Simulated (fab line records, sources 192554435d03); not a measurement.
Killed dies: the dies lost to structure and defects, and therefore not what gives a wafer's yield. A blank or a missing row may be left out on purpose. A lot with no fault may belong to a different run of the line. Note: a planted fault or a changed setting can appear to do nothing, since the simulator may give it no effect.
Which tool is to blame? ; flow n5Finfet ; 9 lots, 26 wafers sampled, at 5 steps of a route of 1938

## WHAT THE GAUGES SHOWED, per wafer
N5_BEOL_M4_RC_MEAS_101. Usual: DIBL_N 35.8 mV/V, standard deviation 1.6; DIBL_P 35.6 mV/V, standard deviation 2; IOFF_N 0.15 nA/um, standard deviation 0.031; IOFF_P 0.20 nA/um, standard deviation 0.033; ION_N 668 uA/um, standard deviation 12; ION_P 459 uA/um, standard deviation 6.8; SS_N 71.4 mV/dec, standard deviation 0.53; SS_P 73.1 mV/dec, standard deviation 0.63; VT_N 250 mV, standard deviation 3.5; VT_P -251 mV, standard deviation 3.
lot;measured;on;DIBL_N (mV/V);DIBL_P (mV/V);IOFF_N (nA/um);IOFF_P (nA/um);ION_N (uA/um);ION_P (uA/um);SS_N (mV/dec);SS_P (mV/dec);VT_N (mV);VT_P (mV);flag
L829;day 13 18:17;prober-01;34.5 35.5 36.9;34.8 36.2 37.5;0.12 0.15 0.17;0.19 0.21 0.24;645 676 672;443 459 464;70.6 71.5 71.9;73.0 72.9 73.6;255 250 248;-254 -250 -250;
L831;day 14 20:15;prober-02;35.0 37.2 33.3;34.9 37.6 33.1;0.13 0.18 0.12;0.16 0.21 0.15;664 681 653;447 462 454;71.4 71.7 71.0;72.5 73.3 72.2;252 248 254;-256 -254 -256;
L834;day 16 00:29;prober-02;36.1 38.3 38.4;32.6 34.5 35.5;0.14 0.16 0.17;0.18 0.21 0.22;660 658 670;455 450 461;72.3 72.0 72.3;73.0 73.9 73.8;251 249 246;-251 -250 -249;
L835;day 17 03:42;prober-01;34.6 34.2 33.9;34.7 34.0 34.0;0.12 0.12 0.12;0.17 0.17 0.17;643 657 644;449 455 451;70.8 70.2 70.4;71.9 72.0 72.1;258 255 256;-252 -253 -254;
L840;day 17 18:42;prober-02;34.1 33.2 35.9;33.8 32.4 35.9;0.11 0.11 0.15;0.17 0.15 0.20;655 643 668;455 444 461;71.3 71.7 71.4;72.1 72.2 72.8;253 256 253;-253 -256 -251;
L846;day 19 03:45;prober-02;34.3 36.0 39.0;35.4 37.6 40.7;0.14 0.17 0.25;0.18 0.20 0.27;673 679 691;463 462 467;70.5 71.3 72.0;72.9 73.1 73.1;250 246 243;-254 -251 -249;
L848;day 20 04:14;prober-01;38.2 37.8 35.0;37.8 36.4 33.0;0.17 0.16 0.11;0.23 0.20 0.16;669 659 662;455 456 457;72.1 72.2 71.0;73.5 74.3 72.4;249 248 254;-248 -253 -254;
L849;day 19 04:35;prober-01;37.5 35.8 38.9;36.4 35.5 38.6;0.16 0.14 0.19;0.21 0.20 0.24;662 659 670;455 462 460;71.3 70.8 71.8;73.1 73.3 73.6;249 252 248;-249 -251 -247;
L851;day 20 12:02;prober-01;38.3 38.3;39.7 39.2;0.23 0.22;0.28 0.27;708 685;480 465;71.9 71.4;73.8 74.4;243 244;-245 -244;

## EACH LOT AND THE TOOL THAT RAN IT (in order: tool; ch and the chambers of the sampled wafers; start)
lot;N5_HKMG_FIN_ETCH_35;N5_HKMG_FIN_STRIP_88;N5_HKMG_FIN_ALD_71;N5_HKMG_FIN_STRIP_90
L829;rieDiel-03 ch 0,1, day 4 11:08;plasmaAsher-01 ch 0,1, day 4 12:29;aldMetal-01 ch 1,2, day 4 12:58;rieDiel-03 ch 0,1,3, day 4 13:22
L831;rieDiel-06 ch 0,1,2, day 4 21:55;plasmaAsher-02 ch 0,1, day 4 23:11;aldMetal-02 ch 2,3, day 4 23:40;rieDiel-02 ch 1,2,3, day 5 00:13
L834;rieDiel-06 ch 1,2,3, day 5 14:13;plasmaAsher-01 ch 0,1, day 5 15:37;aldMetal-01 ch 1,2, day 5 16:05;rieDiel-03 ch 0,1,3, day 5 16:29
L835;rieDiel-03 ch 0,3, day 5 21:29;plasmaAsher-02 ch 0,1, day 5 22:46;aldMetal-04 ch 1,2,3, day 5 23:15;rieDiel-02 ch 2,3, day 5 23:39
L840;rieDiel-02 ch 0,1, day 7 18:22;plasmaAsher-01 ch 0,1, day 7 19:38;aldMetal-04 ch 1,2,3, day 7 20:07;rieDiel-02 ch 0,1,2, day 7 20:31
L846;rieDiel-03 ch 0,2,3, day 9 01:39;plasmaAsher-02 ch 0,1, day 9 03:13;aldMetal-01 ch 0,1,3, day 9 03:42;rieDiel-03 ch 0,1,3, day 9 04:07
L848;rieDiel-03 ch 1,3, day 9 09:22;plasmaAsher-01 ch 0,1, day 9 10:49;aldMetal-01 ch 1,2, day 9 11:10;rieDiel-03 ch 0,2,3, day 9 11:38
L849;rieDiel-03 ch 1,2, day 9 12:10;plasmaAsher-01 ch 0,1, day 9 13:37;aldMetal-02 ch 0,3, day 9 13:58;rieDiel-06 ch 0,3, day 9 14:32
L851;rieDiel-02 ch 0,1, day 10 04:04;plasmaAsher-02 ch 1, day 10 05:22;aldMetal-04 ch 0,1, day 10 05:51;rieDiel-03 ch 0,2, day 10 06:15
- N5_HKMG_FIN_ETCH_35: etches SOC in N2/H2, target depth 215.8 nm, time 243.4 s.
- N5_HKMG_FIN_STRIP_88: strips in N2/H2, time 360 s.
- N5_HKMG_FIN_ALD_71: deposits TiN, target thk 1 nm, pulse time 1 s, purge time 3 s.
- N5_HKMG_FIN_STRIP_90: strips SOC in N2/H2, time 20 s.

## WHAT THE TOOLS THEMSELVES READ (means of the sampled wafers that have a number; where no wafer has one, the mark that the record gives instead)
N5_HKMG_FIN_ETCH_35. Usual: drypumpMotorCurrentA 5.8 A, standard deviation 0.4; oesProductAu 0.76 a.u., standard deviation 0.075; rfVppV 141.6 V, standard deviation 1.2; showerheadPlenumPTorr 2.54 Torr, standard deviation 0.1; throttleValvePct 17.88 %, standard deviation 0.23.
lot;tool;drypumpMotorCurrentA (A);oesProductAu (a.u.);rfVppV (V);showerheadPlenumPTorr (Torr);throttleValvePct (%);flag
L829;rieDiel-03;5.7;0.78;142.0;2.62;17.63;
L831;rieDiel-06;5.4;0.72;141.2;2.56;18.12;
L834;rieDiel-06;5.8;0.75;141.0;2.47;18.05;
L835;rieDiel-03;6.1;0.74;141.2;2.49;17.90;
L840;rieDiel-02;6.4;0.87;142.4;2.64;17.66;
L846;rieDiel-03;6.0;0.72;141.5;2.45;17.90;
L848;rieDiel-03;5.6;0.74;141.6;2.57;17.75;
L849;rieDiel-03;5.7;0.73;141.0;2.50;17.72;
L851;rieDiel-02;6.3;0.81;141.9;2.65;17.66;

N5_HKMG_FIN_STRIP_88. Usual: drypumpMotorCurrentA 5.8 A, standard deviation 0.35; heaterPowerW 505 W, standard deviation 33.
lot;tool;drypumpMotorCurrentA (A);heaterPowerW (W);flag
L829;plasmaAsher-01;6.0;469;
L831;plasmaAsher-02;5.7;510;
L834;plasmaAsher-01;6.1;479;
L835;plasmaAsher-02;5.5;543;
L840;plasmaAsher-01;6.0;477;
L846;plasmaAsher-02;5.7;520;
L848;plasmaAsher-01;6.1;482;
L849;plasmaAsher-01;6.1;480;
L851;plasmaAsher-02;6.0;500;

N5_HKMG_FIN_ALD_71. Usual: heaterPowerW 832 W, standard deviation 65; precursorPulseHeightRel 1.000, standard deviation 0.022; susceptorTempC 400.03 C, standard deviation 0.24.
lot;tool;heaterPowerW (W);precursorPulseHeightRel;susceptorTempC (C);flag
L829;aldMetal-01;853;0.975;400.01;
L831;aldMetal-02;860;1.002;400.11;
L834;aldMetal-01;867;1.005;399.96;
L835;aldMetal-04;803;0.984;399.92;
L840;aldMetal-04;816;1.006;399.91;
L846;aldMetal-01;849;0.996;394.38;OFF
L848;aldMetal-01;803;0.990;388.66;OFF
L849;aldMetal-02;858;1.003;400.05;
L851;aldMetal-04;730;1.015;400.18;

N5_HKMG_FIN_STRIP_90. Usual: drypumpMotorCurrentA 5.8 A, standard deviation 0.4; oesProductAu 0.76 a.u., standard deviation 0.074; rfVppV 54.1 V, standard deviation 0.79; showerheadPlenumPTorr 3.34 Torr, standard deviation 0.14; throttleValvePct 19.1 %, standard deviation 0.33.
lot;tool;drypumpMotorCurrentA (A);oesProductAu (a.u.);rfVppV (V);showerheadPlenumPTorr (Torr);throttleValvePct (%);flag
L829;rieDiel-03;5.9;0.75;54.5;3.35;18.9;
L831;rieDiel-02;5.7;0.75;54.3;3.49;19.0;
L834;rieDiel-03;5.9;0.75;54.4;3.35;18.9;
L835;rieDiel-02;5.4;0.68;54.2;3.44;19.4;
L840;rieDiel-02;6.1;0.79;54.0;3.48;18.8;
L846;rieDiel-03;5.9;0.73;54.2;3.33;19.0;
L848;rieDiel-03;6.0;0.71;53.2;3.24;19.1;
L849;rieDiel-06;5.3;0.90;53.4;3.33;19.2;
L851;rieDiel-03;6.0;0.71;53.7;3.25;19.0;

## THE ANSWER, worked out from the rows above alone
Rule: a lot is off if the mean of its wafers that have a number lies more than 3 standard deviations from the usual mean. A lot without any number at a reading at which 4 lots or more have one is off too. Any other lot the step has rows for is counted as sound. Order of review: gauges by route order, followed by the tools' own readings, for which a lot's mean as printed above is used. The first step at which some lot is off is used, and at that step the reading that is off furthest; a lot without a number counts as furthest.
Off: L846, L848 (N5_HKMG_FIN_ALD_71, susceptorTempC).
If a tool, at that step or one of the process steps before it, ran each lot that is off and ran no sound lot following the first of them, it fits. One fits: aldMetal-01 at N5_HKMG_FIN_ALD_71. A fault onset in the window from L834 (day 5 16:05, its last sound lot) to L846 (day 9 03:42, its first lot off) fits.
The tool's own readings at N5_HKMG_FIN_ALD_71 bear it out: on the lots that are off they differ by more than 5 times the standard deviation of the sound lots' means. susceptorTempC reads 391.52 C there against 400.02 C on the sound lots.

## WHAT WAS PUT IN BY THE SIMULATOR
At N5_HKMG_FIN_ALD_71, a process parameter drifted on aldMetal-01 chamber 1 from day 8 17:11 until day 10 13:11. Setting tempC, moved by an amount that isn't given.
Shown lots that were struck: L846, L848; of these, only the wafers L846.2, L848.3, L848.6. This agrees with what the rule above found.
